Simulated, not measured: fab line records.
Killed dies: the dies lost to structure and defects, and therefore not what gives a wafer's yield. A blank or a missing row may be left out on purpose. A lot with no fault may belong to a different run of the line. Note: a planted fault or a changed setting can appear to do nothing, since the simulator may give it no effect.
Struck lot and sound lot, side by side -- flow nand_harc -- 24 out of 1302 route steps
Sound: these wafers, L458.1, L458.2, L458.4. Struck: wafer L456.5 (left out: L456.1, L456.4 of the same lot, which were not struck); the cause appears at the end.
For every step that has rows: the tool of each side, followed by ch and its chambers, followed by its first start. Under that, the readings that differ: sound wafers -- struck wafers -- difference of the means -- sigmas: that difference in standard deviations of wafers without a fault.
alike: a reading whose means differ by less than 2 such deviations, as well as words and numbers matching on both sides. not compared: withheld readings; readings where some wafer has no value; bounds like >300 that might hide an equal value; numbers whose values overlap and for which the record gives no deviation.
Wherever a step has rows on one side only, a row that says differs or no value, or a row with sigmas, the two part there. Numbers that don't overlap but have no deviation are shown without sigmas and don't part them. A reading that every wafer of one side lacks parts them only if that side has two wafers or more.

NHARC_P_M0_INSPECT_27:
  sound on defect_inspect-01 at day 11 10:46; struck on defect_inspect-02 at day 10 19:42
  alike: raw_defect_count
NHARC_P_M0_PRE_CLEAN_31: time 12 s.
  sound on pecvd-04 ch 0,1,2, day 11 10:50; struck on pecvd-01 ch 2, day 10 19:50
reading,sound,struck,difference,sigmas
heater_power_w (W),651 639 529,767,+161,+2
NHARC_P_M0_DEP_32: deposits SiCN, target thk 30 nm.
  sound on pecvd-04 ch 0,1,2, day 11 10:54; struck on pecvd-01 ch 2, day 10 19:55
reading,sound,struck,difference,sigmas
heater_power_w (W),623 535 501,694,+141,+2
then, 8 steps without rows for these wafers: NHARC_P_M1_DEP_00 (deposits SiOC, target thk 182.5 nm); NHARC_P_M1_DEHYDRATE_01 (time 120 s); NHARC_P_M1_HMDS_02 (time 30 s); NHARC_P_M1_COAT_34 (time 65 s); NHARC_P_M1_COAT_03 (resist thk 90 nm); NHARC_P_M1_SOFTBAKE_04 (time 55 s); NHARC_P_M1_EBR_05; NHARC_P_M1_EXPOSE_06 (exposes mask P M1, target cd 130 nm).
NHARC_P_M1_PEB_07: peb time 65 s.
  sound on litho_track-01 ch 0, day 11 12:04; struck on litho_track-06 ch 0, day 10 21:04
reading,sound,struck,difference,sigmas
heater_power_total_W (W),157.1 156.3 157.1,345.8,+189.0,+99 or more
then, 1 step without rows for these wafers: NHARC_P_M1_DEVELOP_08 (develop time 35 s).
NHARC_P_M1_CD_MEAS_09 targets a cd of 130 nm.
  sound on cd_sem-03 ch 0, day 11 12:09; struck on cd_sem-03 ch 0, day 10 21:09
reading,sound,struck,difference,sigmas
cd_nm (nm),130.3 130.1 130.3,64.4,-65.8,-99 or more
NHARC_P_M1_OVL_MEAS_10: pitch 260 nm.
  sound on overlay-02 at day 11 12:14; struck on overlay-02 at day 10 21:14
reading,sound,struck,difference,sigmas
overlay_x_nm (nm),0.8 1.0 1.2,-1.2,-2.2,-2
  alike: overlay_y_nm
NHARC_P_M1_INSPECT_11:
  sound on defect_inspect-02 at day 11 12:17; struck on defect_inspect-01 at day 10 21:16
  alike: raw_defect_count
NHARC_P_M1_DESCUM_14: chemistry O2, time 3 s.
  sound on rie_diel-02 ch 1,2,3, day 11 12:21; struck on rie_diel-02 ch 0, day 10 21:20
reading,sound,struck,difference,sigmas
model.P_M1.cd_nm (nm),130.2 129.7 130.2,63.49,-66.54,
  alike: drypump_motor_current_A, oes_product_au, rf_vpp_V, showerhead_plenum_p_Torr, throttle_valve_pct
  not compared: rf_hours_counter_h
NHARC_P_M1_ETCH_35: etches the open film in N2/H2, target depth 40 nm, overetch 12 nm, time 43.94 s.
  sound on rie_diel-02 ch 0,1,2, day 11 12:26; struck on rie_diel-02 ch 2, day 10 21:25
  alike: bias_w, drypump_motor_current_A, oes_product_au, rf_vpp_V, showerhead_plenum_p_Torr, throttle_valve_pct
  not compared: rf_hours_counter_h
NHARC_P_M1_ETCH_15: etches the open film in C4F8/Ar, target depth 182.5 nm, time 91.2 s.
  sound on rie_diel-02 ch 1,2,3; struck on rie_diel-02 ch 2
  alike: bias_w, oes_product_au, rf_vpp_V
  not compared: rf_hours_counter_h
NHARC_P_M1_CD_MEAS_16:
  sound on cd_sem-02 at day 11 12:38; struck on cd_sem-03 at day 10 21:38
reading,sound,struck,difference,sigmas
cd_nm (nm),130.1 129.7 130.5,63.5,-66.6,-99 or more
NHARC_P_M1_STRIP_18: strips in N2/H2.
  sound on rie_diel-05 ch 1,2,3, day 11 12:43; struck on rie_diel-02 ch 2, day 10 21:46
reading,sound,struck,difference,sigmas
oes_product_au (a.u.),0.995 0.985 0.999,1.008,+0.015,+2
  alike: drypump_motor_current_A, rf_vpp_V, showerhead_plenum_p_Torr, throttle_valve_pct
  not compared: rf_hours_counter_h
NHARC_P_M1_ETCH_28: etches the open film in CF4/N2, target depth 30 nm, time 72.99 s.
  sound on rie_diel-05 ch 0,1,3; struck on rie_diel-02 ch 2
reading,sound,struck,difference,sigmas
model.P_M1.cd_nm (nm),129.8 130.1 130.6,63.39,-66.78,
  alike: bias_w, drypump_motor_current_A, oes_product_au, rf_vpp_V, showerhead_plenum_p_Torr, throttle_valve_pct
  not compared: rf_hours_counter_h
then, 1 step without rows for these wafers: NHARC_P_M1_STRIP_19 (strips in post etch residue remover, time 600 s).
-- the record jumps here: 18 days lie between the struck wafers' starts before and after (it left off in module P_M1 and takes up again in module END, whose first step shown is number 1302 of the route) --
NHARC_END_SORT_01:
  here the record holds rows for the struck wafers (prober-01 ch 0, day 28 22:57) but none for the sound ones

WHERE THEY PART
First at NHARC_P_M0_PRE_CLEAN_31; last, within this record, at NHARC_END_SORT_01.

WHY: what the simulator had put in
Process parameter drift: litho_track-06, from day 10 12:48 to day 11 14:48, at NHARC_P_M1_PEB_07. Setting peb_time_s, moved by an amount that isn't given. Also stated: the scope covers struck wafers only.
